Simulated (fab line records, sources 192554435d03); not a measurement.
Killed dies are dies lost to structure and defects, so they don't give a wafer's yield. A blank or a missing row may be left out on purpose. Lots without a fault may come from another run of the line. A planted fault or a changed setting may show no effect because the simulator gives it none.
Split-lot experiment | flow n5_finfet | 7 lots, 21 wafers read, on a route of 1938 steps

THE SPLIT
At N5_BEOL_M12_ILD_DEP_00 (deposits SiOC from DEMS/O2, target thk 658.92 nm, time 130.7 s), the setting time_s was moved away from the recipe's 130.7 s on 3 of the 21 wafers read, by +5.4% to +14.9%. The other wafers ran this setting at the recipe's value.

The file shows no step between the split and the reading.

THE READING
M12_ILD_THK, in nm, at N5_BEOL_M12_THK_MEAS_01. Fault-free wafers of this fab line usually give 662 nm, standard deviation 9 nm.

wafer  | tool, chamber at the split | time_s as run, s | against the recipe | M12_ILD_THK, nm | against lot-mates on the recipe
L074.3 | pecvd-01, 1                | 130.7            | recipe             | 648             | -
L074.5 | pecvd-01, 2                | 130.7            | recipe             | 664             | -
L074.6 | pecvd-01, 1                | 130.7            | recipe             | 657             | -
L078.2 | pecvd-01, 0                | 130.7            | recipe             | 661             | -
L078.5 | pecvd-01, 2                | 130.7            | recipe             | 668             | -
L078.6 | pecvd-01, 0                | 130.7            | recipe             | 665             | -
L079.1 | pecvd-04, 2                | 130.7            | recipe             | 655             | -
L079.2 | pecvd-04, 0                | 130.7            | recipe             | 671             | -
L079.3 | pecvd-04, 1                | 130.7            | recipe             | 660             | -
L085.1 | pecvd-04, 1                | 130.7            | recipe             | 657             | -
L085.3 | pecvd-04, 0                | 130.7            | recipe             | 655             | -
L085.6 | pecvd-04, 2                | 130.7            | recipe             | 665             | -
L096.2 | pecvd-04, 2                | 130.7            | recipe             | 651             | -
L096.3 | pecvd-04, 0                | 137.7            | +5.4%              | 690             | +39
L096.6 | pecvd-04, 0                | 137.7            | +5.4%              | 704             | +53
L094.4 | pecvd-04, 1                | 130.7            | recipe             | 678             | -
L094.5 | pecvd-04, 2                | 130.7            | recipe             | 666             | -
L094.6 | pecvd-04, 0                | 130.7            | recipe             | 674             | -
L097.2 | pecvd-01, 0                | 150.2            | +14.9%             | 741             | +80
L097.3 | pecvd-01, 2                | 130.7            | recipe             | 660             | -
L097.4 | pecvd-01, 2                | 130.7            | recipe             | 661             | -

THE FIT
A straight line over all 21 wafers: M12_ILD_THK changes by +5.52 nm for each +1% of time_s; r = +0.93; the points scatter about the line by 7.9 nm.
The same after taking each lot's own level away (the mean of its wafers on the recipe; 21 wafers): +5.96 nm for each +1%; r = +0.95; scatter 7.1 nm.
On that fit, the largest move of time_s shifts the reading by 89 nm.
The lots' own levels span 651.0 to 672.7 nm, that is 2.4 times the standard deviation above.
So the lot-to-lot level changes the slope little: the two slopes agree.
Check: with one of the wafers moved furthest among these (+14.9%) left out of the fit, the line predicts +128 nm for it against its lot-mates. It came out at +80.5 nm against them.

OTHER SPLITS ON THESE WAFERS
These wafers also went through other splits before the reading. Each is held against what the fit with the lots' levels taken away leaves over:
other split on the same wafers | wafers away from the commonest value | r with M12_ILD_THK (lot level and that fit taken away)
N5_BEOL_M11_COAT_59 spin_rpm   | 6                                    | -0.33
N5_BEOL_M11_DEP_56 time_s      | 9                                    | -0.19

THE WHOLE CHAIN: every reading that the file lists as answering this split, in the file's order
step                    | what it does                                                   | reading                                                                             | change (the file's fit)              | r (the file's)
N5_BEOL_M12_ILD_DEP_00  | deposits SiOC from DEMS/O2, target thk 658.92 nm, time 130.7 s | SiOC_of_BEOL_M12_ILD_DEP_00.thk_nm (the simulator's own value, which no gauge read) | +5.8 nm for each +1% of the setting  | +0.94
N5_BEOL_M12_THK_MEAS_01 |                                                                | M12_ILD_THK                                                                         | +5.78 for each +1% of the setting    | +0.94
N5_BEOL_M12_VIA_ETCH_16 | etches SiOC in C4F8/O2/Ar, target depth 724.8 nm               | etch.depth_nm (the simulator's own value, which no gauge read)                      | +5.81 nm for each +1% of the setting | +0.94
N5_BEOL_M12_VIA_ETCH_16 | etches SiOC in C4F8/O2/Ar, target depth 724.8 nm               | coat_of_BEOL_M12_COAT_04.thk_nm (the simulator's own value, which no gauge read)    | -1.85 nm for each +1% of the setting | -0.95
N5_BEOL_M12_STRIP_63    | strips in N2/H2                                                | strip_time_to_endpoint_s                                                            | withheld for each +1% of the setting | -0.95

THE FILE'S OWN FIT
M12_ILD_THK changes by +5.78 nm for each +1% of time_s, r = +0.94.
